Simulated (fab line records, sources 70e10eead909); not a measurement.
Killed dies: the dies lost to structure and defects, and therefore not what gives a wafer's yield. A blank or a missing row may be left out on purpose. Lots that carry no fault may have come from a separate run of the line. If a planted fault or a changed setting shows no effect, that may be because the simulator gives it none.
Code-filled problem report in 8D (eight disciplines) form	flow nandHarc	the parts of the form that need people (team, actions taken, sign-off) are left out

## 1. WHAT IS WRONG
At NHARC_A_CONTACT_CMP_20, timeToEndpointS averages 111 s over 6 wafers from 2 lots, while fault-free wafers read 59 s, standard deviation 3.2. That puts it +16 standard deviations away from the usual mean.
The step: polishes, t overpolish 30 s, target thk 300 nm.
Seen first at day 29 23:25 on cmp-04, wafer L784.4. At this step, 36 wafers from 12 lots have a number in the record. Rule for "out" (also "out of limits"): further than 4 standard deviations from the usual mean. The rest of the wafers with a number are treated as sound.

## 2. WHAT IT IS, AND WHAT IT ISN'T
question	is	is not
which readings at this step	timeToEndpointS	motorCurrentA, overpolishRunS
which lots	L784, L785	L768, L769, L770, L771, L772, L773, L774, L775, L779, L790
which wafers of those lots	all that have a number	-
read on which tools	cmp-01, cmp-04	cmp-03
when	from day 29 23:25	up to then (27 sound wafers); but 3 sound wafers of L790 came after

## 3. WHAT RULES OUT EACH SUSPECT
Counting: a tool stays on the suspect list if, at a process step up to the reading, it processed all lots that are out and no sound lot following the first of them.
- cvdW-02 at NHARC_A_CONTACT_CVD_19 (deposits W, target thk 300 nm, time 802 s): kept. It ran every lot that is out, first L784 (day 29 22:37), and no sound lot after that; its last sound lot up to then is L775 (day 25 07:10).
The count leaves cvdW-02 at NHARC_A_CONTACT_CVD_19.

## 4. THE CAUSE (what the simulator had put in)
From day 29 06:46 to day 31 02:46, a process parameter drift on cvdW-02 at NHARC_A_CONTACT_CVD_19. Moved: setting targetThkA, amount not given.
Only this tool survived the counting.

## 5. THE CHAIN OF EFFECTS, in route order
One row per reading whose mean, taken over the struck wafers that have a number, lies over 3 standard deviations from the usual. Scope: only readings with a usual standard deviation given in the record; hours: median across lots of the time from each lot's start at the first step in this table that gives one to its start at this step; sigmas: change in usual standard deviations.
hours	step	reading	usual	on struck wafers	change	sigmas
0	NHARC_A_CONTACT_CMP_20	timeToEndpointS	59 s	111	+52	+16
Its process steps:
- NHARC_A_CONTACT_CMP_20: polishes, t overpolish 30 s, target thk 300 nm.

## 6. HOW IT WOULD HAVE BEEN CAUGHT EARLIER
First out-of-limits reading in this record: day 29 23:25, which is 17 hours after fault onset at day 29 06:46.
Of the tool readings at NHARC_A_CONTACT_CVD_19 for which the record gives a usual standard deviation, none was out on any struck wafer, so an alarm limit of 4 standard deviations on them would not have fired.
Among the 2 lots that are out, L785 began NHARC_A_CONTACT_CVD_19 on cvdW-02 after day 29 23:25. A hold on the tool at that time would have spared it.
